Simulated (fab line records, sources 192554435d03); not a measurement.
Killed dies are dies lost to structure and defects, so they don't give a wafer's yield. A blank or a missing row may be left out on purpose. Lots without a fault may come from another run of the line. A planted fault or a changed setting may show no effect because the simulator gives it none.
Chamber matching | flow n5_finfet | N5_BEOL_M6_ETCH_62 on rie_diel-05: 4 sister chambers
The step etches SOC in N2/H2, target depth 110 nm, overetch 22 nm, time 165 s. 22 wafers are shown with their chamber, then 11 later ones without.

WAFERS WITH THEIR CHAMBER
wafer  | chamber | drypump_motor_current_A (A) | throttle_valve_pct (%) | showerhead_plenum_p_Torr (Torr)
L074.1 | 0       | 6.0                         | 17.7                   | 2.46
L074.4 | 2       | 6.6                         | 18.1                   | 2.53
L074.5 | 3       | 4.9                         | 17.2                   | 2.47
L076.2 | 3       | 4.9                         | 17.2                   | 2.47
L076.3 | 0       | 6.0                         | 17.7                   | 2.46
L076.4 | 3       | 4.9                         | 17.2                   | 2.47
L078.1 | 2       | 6.6                         | 18.1                   | 2.52
L078.4 | 3       | 4.9                         | 17.2                   | 2.46
L078.6 | 2       | 6.6                         | 18.1                   | 2.52
L081.2 | 2       | 6.6                         | 18.1                   | 2.52
L081.3 | 0       | 6.0                         | 17.8                   | 2.45
L081.5 | 3       | 4.9                         | 17.3                   | 2.46
L082.3 | 0       | 6.0                         | 17.8                   | 2.45
L082.4 | 3       | 4.9                         | 17.3                   | 2.46
L082.5 | 2       | 6.6                         | 18.1                   | 2.52
L083.2 | 0       | 6.0                         | 17.8                   | 2.45
L083.5 | 1       | 6.3                         | 17.5                   | 2.46
L083.6 | 0       | 6.0                         | 17.8                   | 2.45
L086.1 | 0       | 6.0                         | 17.8                   | 2.45
L086.3 | 2       | 6.6                         | 18.1                   | 2.52
L086.5 | 0       | 6.0                         | 17.8                   | 2.45
L090.2 | 1       | 6.4                         | 17.5                   | 2.46

SIGNATURES (means of the wafers above)
reading                  | chamber 0 | chamber 1 | chamber 2 | chamber 3 | scatter within a chamber
drypump_motor_current_A  | 6.000     | 6.350     | 6.600     | 4.900     | 0.0167
throttle_valve_pct       | 17.775    | 17.500    | 18.100    | 17.233    | 0.0397
showerhead_plenum_p_Torr | 2.4525    | 2.4600    | 2.5217    | 2.4650    | 0.00461
Rule: a wafer's distance from a chamber is the root of the sum, over the readings, of the square of ((its reading less the chamber's mean) divided by the reading's scatter). The wafer belongs to the nearest chamber; if the next one is less than 2 further off, it can't be placed. The scatter: the root of (the sum of the squares of (reading less its chamber's mean) over the shown wafers, divided by (wafers less chambers)).

WAFERS WITHOUT THEIR CHAMBER
wafer  | drypump_motor_current_A (A) | throttle_valve_pct (%) | showerhead_plenum_p_Torr (Torr)
L090.3 | 4.9                         | 17.3                   | 2.45
L090.5 | 6.4                         | 17.5                   | 2.46
L088.1 | 4.9                         | 17.3                   | 2.45
L088.3 | 6.4                         | 17.5                   | 2.46
L088.4 | 6.6                         | 18.1                   | 2.51
L094.1 | 6.4                         | 17.5                   | 2.46
L094.5 | 6.4                         | 17.5                   | 2.46
L094.6 | 6.0                         | 17.8                   | 2.44
L097.3 | 6.4                         | 17.6                   | 2.45
L097.5 | 4.9                         | 17.3                   | 2.45
L097.6 | 6.0                         | 17.8                   | 2.44

WHICH CHAMBER EACH WENT THROUGH
wafer  | from the rows above | in truth
L090.3 | 3                   | 3
L090.5 | 1                   | 1
L088.1 | 3                   | 3
L088.3 | 1                   | 1
L088.4 | 2                   | 2
L094.1 | 1                   | 1
L094.5 | 1                   | 1
L094.6 | 0                   | 0
L097.3 | 1                   | 1
L097.5 | 3                   | 3
L097.6 | 0                   | 0
Placed correctly: 11 of 11. Can't be placed from these rows: 0. Placed wrongly: 0.
